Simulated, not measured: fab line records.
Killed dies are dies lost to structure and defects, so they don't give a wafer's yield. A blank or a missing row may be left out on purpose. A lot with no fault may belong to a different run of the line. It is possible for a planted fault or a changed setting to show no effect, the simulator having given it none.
Chamber matching | flow n5 finfet | 4 sister chambers for N5_BEOL_M7_STRIP_67 on rie diel-06
The step strips in CF4. 22 wafers are shown with their chamber, then 11 later ones without.

EACH WAFER AND ITS CHAMBER
wafer  | chamber | drypump motor current A (A) | showerhead plenum p Torr (Torr) | throttle valve pct (%)
L074.1 | 2       | 6.6                         | 1.77                            | 13.89
L074.4 | 3       | 5.8                         | 1.73                            | 13.66
L074.6 | 3       | 5.8                         | 1.73                            | 13.66
L076.2 | 3       | 5.9                         | 1.73                            | 13.67
L076.3 | 2       | 6.6                         | 1.77                            | 13.90
L076.5 | 2       | 6.6                         | 1.77                            | 13.90
L079.4 | 0       | 6.2                         | 1.76                            | 13.57
L079.5 | 3       | 5.8                         | 1.73                            | 13.68
L079.6 | 1       | 5.2                         | 1.73                            | 13.53
L078.1 | 1       | 5.2                         | 1.73                            | 13.52
L078.4 | 1       | 5.2                         | 1.73                            | 13.52
L078.6 | 3       | 5.8                         | 1.73                            | 13.68
L083.1 | 1       | 5.2                         | 1.73                            | 13.54
L083.4 | 2       | 6.6                         | 1.77                            | 13.33
L083.6 | 3       | 5.8                         | 1.73                            | 13.72
L085.3 | 0       | 6.2                         | 1.76                            | 13.00
L085.4 | 2       | 6.6                         | 1.76                            | 13.34
L085.5 | 2       | 6.6                         | 1.76                            | 13.36
L086.1 | 0       | 6.2                         | 1.76                            | 13.02
L086.4 | 1       | 5.2                         | 1.73                            | 13.57
L086.5 | 2       | 6.6                         | 1.76                            | 13.37
L087.4 | 3       | 5.8                         | 1.72                            | 13.73

SIGNATURES (means of the wafers above)
reading                  | chamber 0 | chamber 1 | chamber 2 | chamber 3 | scatter within a chamber
drypump motor current A  | 6.200     | 5.200     | 6.600     | 5.814     | 0.0218
showerhead plenum p Torr | 1.7600    | 1.7300    | 1.7657    | 1.7286    | 0.00378
throttle valve pct       | 13.1967   | 13.5360   | 13.5843   | 13.6857   | 0.201
Rule: a wafer lies at a distance from a chamber equal to the root of the sum of squares, over the readings, of (its reading less the chamber's mean, divided by the reading's scatter). If the next closest chamber is less than 2 further off than the closest, the wafer can't be placed; otherwise it belongs to the closest. The scatter is the square root of a quotient: the sum, over the shown wafers, of each reading's squared deviation from its chamber's mean, divided by wafers minus chambers.

WAFERS WITHOUT THEIR CHAMBER
wafer  | drypump motor current A (A) | showerhead plenum p Torr (Torr) | throttle valve pct (%)
L087.5 | 5.8                         | 1.72                            | 13.72
L087.6 | 6.6                         | 1.76                            | 13.35
L092.2 | 6.2                         | 1.76                            | 13.02
L092.4 | 6.6                         | 1.76                            | 13.38
L092.5 | 5.8                         | 1.72                            | 13.75
L094.2 | 6.2                         | 1.76                            | 13.03
L094.4 | 5.8                         | 1.72                            | 13.76
L094.5 | 6.6                         | 1.76                            | 13.39
L097.1 | 6.2                         | 1.76                            | 13.06
L097.2 | 6.6                         | 1.76                            | 13.41
L097.5 | 5.2                         | 1.72                            | 13.61

CHAMBER TAKEN BY EACH
wafer  | from the rows above | in truth
L087.5 | 3                   | 3
L087.6 | 2                   | 2
L092.2 | 0                   | 0
L092.4 | 2                   | 2
L092.5 | 3                   | 3
L094.2 | 0                   | 0
L094.4 | 3                   | 3
L094.5 | 2                   | 2
L097.1 | 0                   | 0
L097.2 | 2                   | 2
L097.5 | 1                   | 1
Correct placement for 11 of the 11. Number that these rows cannot place: 0. Placed wrongly: 0.
